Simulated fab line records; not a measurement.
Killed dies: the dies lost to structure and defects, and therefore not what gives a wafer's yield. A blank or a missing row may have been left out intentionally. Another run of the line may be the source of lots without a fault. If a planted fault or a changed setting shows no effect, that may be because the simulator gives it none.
What tool caused it? | flow nand harc | 12 lots with 36 wafers sampled at 6 steps, on a route of 1302 steps

## WHAT EACH GAUGE READ, for each wafer
NHARC_A_CONTACT_CD_MEAS_08 targets a cd of 200 nm.
lot  | measured     | on        | cd nm (nm)
L528 | day 22 08:20 | cd sem-02 | 199.9 200.6 200.2
L529 | day 22 14:30 | cd sem-03 | 199.3 199.8 200.4
L530 | day 23 00:10 | cd sem-02 | 200.3 199.9 201.4
L533 | day 24 14:56 | cd sem-01 | 199.5 199.2 199.7
L535 | day 25 13:22 | cd sem-02 | 205.4 204.8 205.5
L539 | day 26 05:29 | cd sem-03 | 205.3 205.6 204.4
L543 | day 28 02:27 | cd sem-02 | 199.7 200.0 200.3
L542 | day 28 08:20 | cd sem-03 | 201.6 200.4 199.9
L545 | day 29 11:51 | cd sem-03 | 200.0 199.9 200.0
L546 | day 30 04:06 | cd sem-01 | 199.4 201.1 200.4
L550 | day 31 09:19 | cd sem-02 | 200.0 200.8 200.0
L551 | day 31 23:44 | cd sem-01 | 200.5 201.0 201.7

NHARC_END_SORT_01.
lot  | measured     | on        | killed at array | killed at other | killed at periphery | killed dies | killed open | killed short
L545 | day 31 14:52 | prober-02 | 53 59 57        | 4 4 1           | 4 2 6               | 61 65 64    | 4 5 2       | 0 4 5

## EACH LOT AND THE TOOL THAT RAN IT (in order: tool; ch and the chambers of the sampled wafers; start)
lot  | NHARC_A_CONTACT_ETCH_131             | NHARC_A_CONTACT_STRIP_82                      | NHARC_A_CONTACT_DEP_85          | NHARC_A_CONTACT_EXPOSE_05
L528 | har cap etch-03 ch 0,1, day 22 02:41 | rie diel-13 ch 0,1,3, day 22 07:45 or earlier | pecvd-03 ch 0,1,2, day 22 07:45 | arfi scanner-01 ch 0, day 22 08:12
L529 | har cap etch-02 ch 0,1, day 22 09:41 | rie diel-13 ch 0,1,3, day 22 13:47 or earlier | pecvd-02 ch 0,2, day 22 13:47   | arfi scanner-02 ch 0, day 22 14:22
L530 | har cap etch-01 ch 0,1, day 22 17:17 | rie diel-01 ch 0,2,3, day 22 23:26 or earlier | pecvd-04 ch 0,2, day 22 23:26   | arfi scanner-01 ch 0, day 23 00:02
L533 | har cap etch-03 ch 0,1, day 24 06:10 | rie diel-03 ch 0,2,3, day 24 14:13 or earlier | pecvd-04 ch 1,2, day 24 14:13   | arfi scanner-03 ch 0, day 24 14:48
L535 | har cap etch-01 ch 0,1, day 25 05:43 | rie diel-13 ch 0,1,2, day 25 12:41 or earlier | pecvd-03 ch 0,1,2, day 25 12:41 | arfi scanner-01 ch 0, day 25 13:14
L539 | har cap etch-02 ch 1, day 25 23:56   | rie diel-01 ch 1,3, day 26 04:46 or earlier   | pecvd-03 ch 0,2, day 26 04:46   | arfi scanner-01 ch 0, day 26 05:21
L543 | har cap etch-02 ch 0,1, day 27 21:44 | rie diel-13 ch 1,2,3, day 28 01:44 or earlier | pecvd-02 ch 0,1,2, day 28 01:44 | arfi scanner-03 ch 0, day 28 02:19
L542 | har cap etch-01 ch 0,1, day 28 01:08 | rie diel-01 ch 0,2, day 28 07:44 or earlier   | pecvd-03 ch 1,2, day 28 07:44   | arfi scanner-03 ch 0, day 28 08:13
L545 | har cap etch-01 ch 0,1, day 29 04:24 | rie diel-13 ch 0,1, day 29 11:10 or earlier   | pecvd-03 ch 0,1, day 29 11:10   | arfi scanner-02 ch 0, day 29 11:43
L546 | har cap etch-01 ch 0,1, day 29 23:01 | rie diel-01 ch 0,1,2, day 30 01:03            | pecvd-03 ch 0,2, day 30 03:26   | arfi scanner-03 ch 0, day 30 03:58
L550 | har cap etch-03 ch 0,1, day 31 04:34 | rie diel-13 ch 0,2, day 31 08:37 or earlier   | pecvd-02 ch 0,1,2, day 31 08:37 | arfi scanner-03 ch 0, day 31 09:10
L551 | har cap etch-03 ch 0,1, day 31 18:46 | rie diel-13 ch 0,2,3, day 31 23:08 or earlier | pecvd-03 ch 0,1,2, day 31 23:08 | arfi scanner-03 ch 0, day 31 23:36
- NHARC_A_CONTACT_ETCH_131: etches the open film in C4F8/O2/Ar, time 197 s, target depth 1918 nm.
- NHARC_A_CONTACT_STRIP_82: strips in O2.
- NHARC_A_CONTACT_DEP_85: deposits SiON, target thk 60 nm.
- NHARC_A_CONTACT_EXPOSE_05: exposes mask A CC.

## AS READ BY THE TOOLS THEMSELVES (means over the sampled wafers that have a number; for cases with no such wafer, the mark the record gives instead)
NHARC_A_CONTACT_STRIP_82.
lot  | tool        | drypump motor current A (A) | oes product au (a.u.) | rf vpp V (V) | showerhead plenum p Torr (Torr) | throttle valve pct (%)
L528 | rie diel-13 | 5.9                         | 1.001                 | 56.8         | 3.50                            | 17.034
L529 | rie diel-13 | 5.9                         | 0.998                 | 57.8         | 3.50                            | 17.040
L530 | rie diel-01 | 5.8                         | 0.999                 | 58.2         | 3.44                            | 17.043
L533 | rie diel-03 | 6.0                         | 1.015                 | 58.1         | 3.62                            | 17.037
L535 | rie diel-13 | 5.7                         | 1.014                 | 57.3         | 3.42                            | 17.033
L539 | rie diel-01 | 5.3                         | 1.012                 | 56.7         | 3.45                            | 17.036
L543 | rie diel-13 | 6.2                         | 1.004                 | 58.0         | 3.45                            | 17.039
L542 | rie diel-01 | 6.0                         | 0.999                 | 57.3         | 3.47                            | 17.031
L545 | rie diel-13 | 5.5                         | 1.011                 | 58.0         | 3.45                            | 17.035
L546 | rie diel-01 | 5.9                         | 1.003                 | 58.0         | 3.60                            | 17.041
L550 | rie diel-13 | 5.7                         | 1.001                 | 57.1         | 3.37                            | 17.043
L551 | rie diel-13 | 6.1                         | 0.999                 | 58.4         | 3.41                            | 17.030

NHARC_A_CONTACT_DEP_85.
lot  | tool     | chamber pressure Torr (Torr) | heater power outer w (W) | heater power w (W)
L528 | pecvd-03 | 3.498                        | 466                      | 772
L529 | pecvd-02 | 3.491                        | 421                      | 709
L530 | pecvd-04 | 3.511                        | 470                      | 753
L533 | pecvd-04 | 3.499                        | 499                      | 792
L535 | pecvd-03 | 3.501                        | 458                      | 765
L539 | pecvd-03 | 3.503                        | 412                      | 730
L543 | pecvd-02 | 3.501                        | 485                      | 807
L542 | pecvd-03 | 3.508                        | 446                      | 754
L545 | pecvd-03 | 3.502                        | 456                      | 752
L546 | pecvd-03 | 3.498                        | 378                      | 681
L550 | pecvd-02 | 3.498                        | 441                      | 756
L551 | pecvd-03 | 3.503                        | 493                      | 808

NHARC_A_CONTACT_EXPOSE_05.
lot  | tool            | exposure dose mJ cm2
L528 | arfi scanner-01 | 84.11
L529 | arfi scanner-02 | 84.16
L530 | arfi scanner-01 | 84.17
L533 | arfi scanner-03 | 84.19
L535 | arfi scanner-01 | 90.92
L539 | arfi scanner-01 | 89.65
L543 | arfi scanner-03 | 84.19
L542 | arfi scanner-03 | 84.06
L545 | arfi scanner-02 | 84.08
L546 | arfi scanner-03 | 84.15
L550 | arfi scanner-03 | 84.05
L551 | arfi scanner-03 | 84.06

## THE ANSWER, worked out from the rows above alone
Rule: usual is defined by the lots themselves. Put in order of their means at a reading, lots are off if they are a third of the lots or fewer, leave a main group of 4 or more, and stand apart from it by a gap of 3 or more times the standard deviation of the main group's means; of several such gaps the widest counts. If all means in a main group match to the digits the tables above print for the reading, that group is not used. A lot without any number at a reading at which 4 lots or more have one is off too. All remaining lots with rows at the step are treated as sound. The gauges are gone through in route order, then the tools' own readings, and for those a lot's mean is taken as printed above. At the first step where some lot is off, the reading lying furthest off is the one used; lots without a number count as furthest.
Off: L535, L539 (NHARC_A_CONTACT_CD_MEAS_08, cd nm). Main group: mean 200.2 nm, sd 0.43.
If a tool, at a process step before that reading, ran all the lots that are off and no sound lot after the first of them, it fits. The gauges at NHARC_A_CONTACT_CD_MEAS_08 aren't tried: what is off there is off at NHARC_A_CONTACT_STRIP_82 too, on other tools, and a gauge's error can't cause that. NHARC_A_CONTACT_STRIP_82 gives no start for some lots, so the hours and the order of its lots are those of NHARC_A_CONTACT_DEP_85. One candidate fits, namely arfi scanner-01 at NHARC_A_CONTACT_EXPOSE_05. A fault onset in the window from L530 (day 23 00:02, its last sound lot) to L535 (day 25 13:14, its first lot off) fits.
The tool's own readings at NHARC_A_CONTACT_EXPOSE_05 bear it out: on the lots that are off they differ by more than 5 times the standard deviation of the sound lots' means. exposure dose mJ cm2 reads 90.28 there against 84.12 on the sound lots.

## WHAT THE SIMULATOR PUT IN
Drift in process parameters on arfi scanner-01 at NHARC_A_CONTACT_EXPOSE_05, starting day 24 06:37. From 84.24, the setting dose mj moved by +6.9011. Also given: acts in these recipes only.
Shown lots that were struck: L535, L539. The rule given above showed the same thing.
